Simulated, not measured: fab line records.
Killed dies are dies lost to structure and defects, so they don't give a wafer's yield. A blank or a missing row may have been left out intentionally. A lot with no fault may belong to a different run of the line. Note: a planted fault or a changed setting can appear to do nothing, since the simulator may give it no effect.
Split-lot experiment -- flow n5Finfet -- 7 lots, 21 wafers read, on a route of 1938 steps

ABOUT THE SPLIT
At N5_BEOL_M11_TRENCH_ETCH_37 (etches SiCOH lowk in C4F6/O2, target depth 148.83 nm, time 48 s), the setting biasW was moved away from the recipe's 185 W on 6 of the 21 wafers read, by -6.2% to +13.5%. All remaining wafers had this setting at the recipe value.

The split's own step is where the reading is taken.

THE READING
rfVppV, in V, at N5_BEOL_M11_TRENCH_ETCH_37 (etches SiCOH lowk in C4F6/O2, target depth 148.83 nm, time 48 s). On this fab line, fault-free wafers typically give 669 V with a standard deviation of 12 V.

wafer,"tool, chamber at the split","biasW as run, W",against the recipe,"rfVppV, V",against lot-mates on the recipe
L075.1,"rieDiel-06, 2",185,recipe,657,-
L075.2,"rieDiel-06, 1",199.2,+7.7%,703,+36
L075.3,"rieDiel-06, 0",185,recipe,678,-
L079.1,"rieDiel-02, 2",173.5,-6.2%,654,-2
L079.2,"rieDiel-02, 0",173.5,-6.2%,644,-12
L079.5,"rieDiel-02, 1",185,recipe,656,-
L081.3,"rieDiel-06, 0",185,recipe,677,-
L081.5,"rieDiel-06, 1",185,recipe,663,-
L081.6,"rieDiel-06, 0",185,recipe,678,-
L086.2,"rieDiel-06, 2",209.9,+13.5%,725,+57
L086.4,"rieDiel-06, 0",185,recipe,678,-
L086.6,"rieDiel-06, 3",185,recipe,658,-
L091.3,"rieDiel-02, 2",198.3,+7.2%,726,+39
L091.4,"rieDiel-02, 2",185,recipe,687,-
L091.6,"rieDiel-02, 0",198.3,+7.2%,714,+27
L090.4,"rieDiel-01, 2",185,recipe,677,-
L090.5,"rieDiel-01, 0",185,recipe,671,-
L090.6,"rieDiel-01, 3",185,recipe,667,-
L097.1,"rieDiel-06, 3",185,recipe,658,-
L097.2,"rieDiel-06, 0",185,recipe,679,-
L097.4,"rieDiel-06, 1",185,recipe,664,-

THE FIT
A straight line over all 21 wafers: rfVppV changes by +4.59 V for each +1% of biasW; r = +0.89; the points scatter about the line by 11 V.
The same after taking each lot's own level away (the mean of its wafers on the recipe; 21 wafers): +3.65 V for each +1%; r = +0.88; scatter 8.9 V.
The reading moves by 49 V for the largest change in biasW, on that fit.
Measured against the standard deviation above, the lots' own levels, which go from 656.0 to 687.0 V, span 2.6 times it.
In other words, the slope is changed by the lot-to-lot level; the two fits disagree.
Check: +48.1 V against its lot-mates is what the line predicts for one of the wafers moved furthest among these (+13.5%) when that wafer is left out of the fit. Against them it came out at +57 V.
Tool readings at the split's step, against how far the setting was moved: rfVppV r = +0.89.

OTHER SPLITS APPLIED TO THESE WAFERS
Note: prior to the reading, these wafers also went through further splits. Each is held against what the fit with the lots' levels taken away leaves over:
other split on the same wafers,wafers away from the commonest value,r with rfVppV (lot level and that fit taken away)
N5_BEOL_M6_ETCH_66 biasW,9,-0.07
N5_BEOL_M6_TRENCH_ETCH_37 biasW,8,+0.07
N5_BEOL_M7_EXPOSE_25 doseMj,4,+0.09
N5_BEOL_M8_DESCUM_33 timeS,7,-0.15
N5_BEOL_M8_ETCH_72 h2FlowSccm,10,+0.38
N5_BEOL_M10_COAT_22 spinRpm,3,-0.01
N5_BEOL_M10_PEB_26 pebTimeS,4,-0.32

FILE'S OWN FIT
rfVppV changes by +4.01 V for each +1% of biasW, r = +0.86.
